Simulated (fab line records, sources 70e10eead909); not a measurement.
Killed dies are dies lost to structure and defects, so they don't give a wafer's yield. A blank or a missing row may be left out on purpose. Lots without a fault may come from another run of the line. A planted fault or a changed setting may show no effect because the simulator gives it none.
Which tool did it? | flow nand_harc | 12 lots, 36 wafers sampled, at 6 steps of a route of 1159

WHAT THE GAUGES READ, wafer by wafer
NHARC_A_BLC_CD_MEAS_10: target cd 100 nm. Usual: cd_nm 100.2 nm, standard deviation 0.63.
lot  | measured     | on        | cd_nm (nm)        | flag
L194 | day 17 07:23 | cd_sem-02 | 100.2 100.1 100.3 |
L195 | day 17 08:15 | cd_sem-02 | 100.3 100.5 98.7  |
L196 | day 17 17:38 | cd_sem-03 | 100.8 101.4 101.4 |
L200 | day 18 14:15 | cd_sem-03 | 99.7 100.9 100.2  |
L202 | day 19 01:40 | cd_sem-01 | 100.5 100.4 100.3 |
L207 | day 20 07:41 | cd_sem-01 | 99.8 99.9 99.9    |
L212 | day 21 19:05 | cd_sem-02 | 100.0 100.7 100.9 |
L213 | day 21 21:39 | cd_sem-02 | 100.3 99.5 99.9   |
L214 | day 22 09:01 | cd_sem-03 | 99.8 100.7 100.0  |
L216 | day 22 17:33 | cd_sem-02 | 99.0 99.1 98.6    |
L215 | day 22 18:37 | cd_sem-03 | 99.6 100.9 99.7   |
L217 | day 24 00:14 | cd_sem-03 | 100.0 100.6 99.6  |

NHARC_A_BLC_OVL_MEAS_11. Usual: overlay_x_nm -0.1 nm, standard deviation 0.74; overlay_y_nm 0.2 nm, standard deviation 0.64.
lot  | measured     | on         | overlay_x_nm (nm) | overlay_y_nm (nm) | flag
L194 | day 17 07:28 | overlay-02 | -0.7 -1.4 -1.3    | -0.8 -0.6 -0.8    |
L195 | day 17 08:20 | overlay-01 | -1.0 -0.9 -1.4    | 0.4 1.2 0.9       |
L196 | day 17 17:43 | overlay-02 | -0.4 0.3 0.0      | -0.6 0.0 -0.6     |
L200 | day 18 14:20 | overlay-01 | 1.0 1.9 1.6       | -0.3 0.7 0.3      |
L202 | day 19 01:45 | overlay-02 | -0.6 -1.2 -0.7    | 0.0 0.3 -0.1      |
L207 | day 20 07:46 | overlay-02 | -0.4 0.0 -0.3     | 1.1 1.2 1.2       |
L212 | day 21 19:10 | overlay-01 | -0.1 0.1 -0.4     | -0.6 -0.5 -0.3    |
L213 | day 21 21:44 | overlay-01 | 0.7 1.0 0.9       | 0.2 0.2 0.7       |
L214 | day 22 09:06 | overlay-02 | -0.7 -0.5 -0.7    | 0.9 1.0 1.3       |
L216 | day 22 17:38 | overlay-02 | -0.1 0.3 0.6      | 1.0 1.2 0.8       |
L215 | day 22 18:42 | overlay-01 | 0.0 0.0 -0.3      | 0.4 0.7 0.6       |
L217 | day 24 00:20 | overlay-02 | -0.6 -0.9 -0.9    | -0.6 -0.9 -0.8    |

NHARC_END_SORT_01. Usual: killed_at_array 26, standard deviation 9; killed_at_other 0.8, standard deviation 1.2; killed_at_periphery 3.2, standard deviation 2.3; killed_dies 30, standard deviation 9.1; killed_open 3.5, standard deviation 2; killed_short 1.8, standard deviation 1.4.
lot  | measured     | on        | killed_at_array | killed_at_other | killed_at_periphery | killed_dies | killed_open | killed_short | flag
L200 | day 20 15:22 | prober-02 | 13 29 19        | 0 1 0           | 2 4 6               | 15 34 25    | 3 3 3       | 1 6 0        |
L202 | day 21 02:12 | prober-02 | 23 23 25        | 0 0 0           | 5 2 5               | 28 25 30    | 4 3 3       | 0 2 2        |
L213 | day 23 15:35 | prober-02 | 35 52 38        | 1 0 1           | 4 6 3               | 40 58 42    | 1 9 0       | 2 2 3        |
L216 | day 24 12:17 | prober-02 | 21 22 25        | 0 0 0           | 5 5 5               | 26 27 30    | 3 2 7       | 1 6 3        |

WHICH TOOL RAN EACH LOT (tool, then ch and the chambers of the sampled wafers, then the start)
lot  | NHARC_A_CONTACT_ETCH_110           | NHARC_A_BLC_CVD_24            | NHARC_A_BLC_CMP_25
L194 | rie_diel-09 ch 1,2, day 17 04:29   | cvd_w-01 ch 1, day 17 15:23   | cmp-03 ch 0,1, day 17 15:55
L195 | rie_diel-02 ch 0,1,3, day 17 05:14 | cvd_w-02 ch 0,1, day 17 16:02 | cmp-02 ch 1,2, day 17 16:32
L196 | rie_diel-09 ch 1,2, day 17 09:13   | cvd_w-01 ch 0,1, day 17 23:46 | cmp-02 ch 0,1,2, day 18 00:19
L200 | rie_diel-09 ch 0,2,3, day 18 10:44 | cvd_w-02 ch 0,1, day 18 16:31 | cmp-03 ch 0,1, day 18 17:04
L202 | rie_diel-02 ch 0,2, day 18 23:08   | cvd_w-02 ch 0,1, day 19 08:05 | cmp-02 ch 1,2, day 19 08:34
L207 | rie_diel-09 ch 0,1,3, day 20 05:06 | cvd_w-01 ch 0,1, day 20 14:44 | cmp-03 ch 1,3, day 20 15:08
L212 | rie_diel-09 ch 1,2,3, day 21 15:20 | cvd_w-01 ch 0,1, day 21 21:23 | cmp-03 ch 1,3, day 21 21:52
L213 | rie_diel-09 ch 0,1, day 21 18:56   | cvd_w-01 ch 0,1, day 22 00:56 | cmp-03 ch 0,1,3, day 22 01:29
L214 | rie_diel-09 ch 0,2,3, day 22 06:19 | cvd_w-02 ch 0,1, day 22 15:45 | cmp-02 ch 0,2,3, day 22 16:15
L216 | rie_diel-02 ch 0,1,2, day 22 11:02 | cvd_w-01 ch 0,1, day 22 22:14 | cmp-02 ch 0,1,3, day 22 22:46
L215 | rie_diel-09 ch 0,1,3, day 22 16:06 | cvd_w-02 ch 0,1, day 22 22:13 | cmp-01 ch 0,1,2, day 22 22:44
L217 | rie_diel-09 ch 2,3, day 23 17:31   | cvd_w-01 ch 0,1, day 24 07:11 | cmp-01 ch 0,2,3, day 24 07:39
- NHARC_A_CONTACT_ETCH_110: etches the open film in CF4/O2, target depth 50 nm, overetch 5 nm, time 27.5 s.
- NHARC_A_BLC_CVD_24: deposits W, target thk 150 nm, time 434 s.
- NHARC_A_BLC_CMP_25: polishes, t overpolish 30 s, target thk 150 nm.

WHAT THE TOOLS THEMSELVES READ (means of the sampled wafers that have a number; where no wafer has one, the mark that the record gives instead)
NHARC_A_CONTACT_ETCH_110. Usual: drypump_motor_current_A 5.8 A, standard deviation 0.47; oes_product_au 0.999 a.u., standard deviation 0.011; rf_vpp_V 198.7 V, standard deviation 1.3; showerhead_plenum_p_Torr 1.38 Torr, standard deviation 0.045; throttle_valve_pct 13.397 %, standard deviation 0.0083.
lot  | tool        | drypump_motor_current_A (A) | oes_product_au (a.u.) | rf_vpp_V (V) | showerhead_plenum_p_Torr (Torr) | throttle_valve_pct (%) | flag
L194 | rie_diel-09 | 6.1                         | 1.001                 | 199.1        | 1.41                            | 13.405                 |
L195 | rie_diel-02 | 6.1                         | 0.996                 | 199.5        | 1.42                            | 13.399                 |
L196 | rie_diel-09 | 6.0                         | 1.004                 | 200.1        | 1.41                            | 13.400                 |
L200 | rie_diel-09 | 5.5                         | 0.996                 | 198.5        | 1.37                            | 13.394                 |
L202 | rie_diel-02 | 5.9                         | 0.985                 | 199.6        | 1.41                            | 13.398                 |
L207 | rie_diel-09 | 5.6                         | 1.009                 | 197.7        | 1.36                            | 13.399                 |
L212 | rie_diel-09 | 5.7                         | 0.998                 | 198.4        | 1.40                            | 13.398                 |
L213 | rie_diel-09 | 6.0                         | 1.004                 | 198.4        | 1.37                            | 13.396                 |
L214 | rie_diel-09 | 5.5                         | 1.005                 | 198.5        | 1.37                            | 13.394                 |
L216 | rie_diel-02 | 6.2                         | 0.990                 | 199.2        | 1.38                            | 13.395                 |
L215 | rie_diel-09 | 5.6                         | 1.003                 | 198.3        | 1.36                            | 13.398                 |
L217 | rie_diel-09 | 5.4                         | 1.006                 | 199.6        | 1.39                            | 13.400                 |

NHARC_A_BLC_CVD_24. Usual: heater_power_w 488 W, standard deviation 40; throttle_valve_pct 8.0 %, standard deviation 0.3.
lot  | tool     | heater_power_w (W) | throttle_valve_pct (%) | flag
L194 | cvd_w-01 | 442                | 7.9                    |
L195 | cvd_w-02 | 527                | 7.6                    |
L196 | cvd_w-01 | 448                | 8.1                    |
L200 | cvd_w-02 | 502                | 7.7                    |
L202 | cvd_w-02 | 507                | 7.6                    |
L207 | cvd_w-01 | 469                | 8.3                    |
L212 | cvd_w-01 | 462                | 8.4                    |
L213 | cvd_w-01 | 444                | 8.3                    |
L214 | cvd_w-02 | 522                | 7.9                    |
L216 | cvd_w-01 | 463                | 8.3                    |
L215 | cvd_w-02 | 503                | 7.8                    |
L217 | cvd_w-01 | 467                | 8.4                    |

NHARC_A_BLC_CMP_25. Usual: motor_current_A 12.5 A, standard deviation 1.3; overpolish_run_s 29.999 s, standard deviation 0.0094; slurry_flow_ml_min 150.0, standard deviation 0.44; time_to_endpoint_s 29.3 s, standard deviation 2.4.
lot  | tool   | motor_current_A (A) | overpolish_run_s (s) | slurry_flow_ml_min | time_to_endpoint_s (s) | flag
L194 | cmp-03 | 14.1                | 29.999               | 150.0              | 30.2                   |
L195 | cmp-02 | 13.1                | 29.997               | 149.8              | 27.6                   |
L196 | cmp-02 | 11.7                | 30.004               | 150.1              | 28.7                   |
L200 | cmp-03 | 13.9                | 30.002               | 150.1              | 45.1                   | OFF
L202 | cmp-02 | 12.8                | 30.000               | 149.8              | 43.6                   | OFF
L207 | cmp-03 | 12.0                | 30.004               | 150.2              | 30.9                   |
L212 | cmp-03 | 12.2                | 30.011               | 149.6              | 30.2                   |
L213 | cmp-03 | 13.3                | 29.995               | 150.1              | 30.6                   |
L214 | cmp-02 | 12.2                | 29.996               | 149.7              | 25.4                   |
L216 | cmp-02 | 11.7                | 29.989               | 149.9              | 28.7                   |
L215 | cmp-01 | 12.1                | 29.999               | 150.4              | 28.5                   |
L217 | cmp-01 | 11.4                | 30.004               | 150.4              | 31.2                   |

THE ANSWER, worked out from the rows above alone
Rule: a lot is off if the mean of its wafers that have a number lies more than 3 standard deviations from the usual mean. A lot without any number at a reading at which 4 lots or more have one is off too. The other lots that the step has rows for count as sound. The gauges are gone through in route order, then the tools' own readings, and for those a lot's mean is taken as printed above. The first step at which some lot is off is used, and at that step the reading that is off furthest; a lot without a number counts as furthest.
Off: L200, L202, at NHARC_A_BLC_CMP_25 (time_to_endpoint_s).
A tool fits if, at that step or a process step before it, it ran every lot that is off, and no sound lot after the first of them. None of those tried fits.

WHAT THE SIMULATOR HAD PUT IN
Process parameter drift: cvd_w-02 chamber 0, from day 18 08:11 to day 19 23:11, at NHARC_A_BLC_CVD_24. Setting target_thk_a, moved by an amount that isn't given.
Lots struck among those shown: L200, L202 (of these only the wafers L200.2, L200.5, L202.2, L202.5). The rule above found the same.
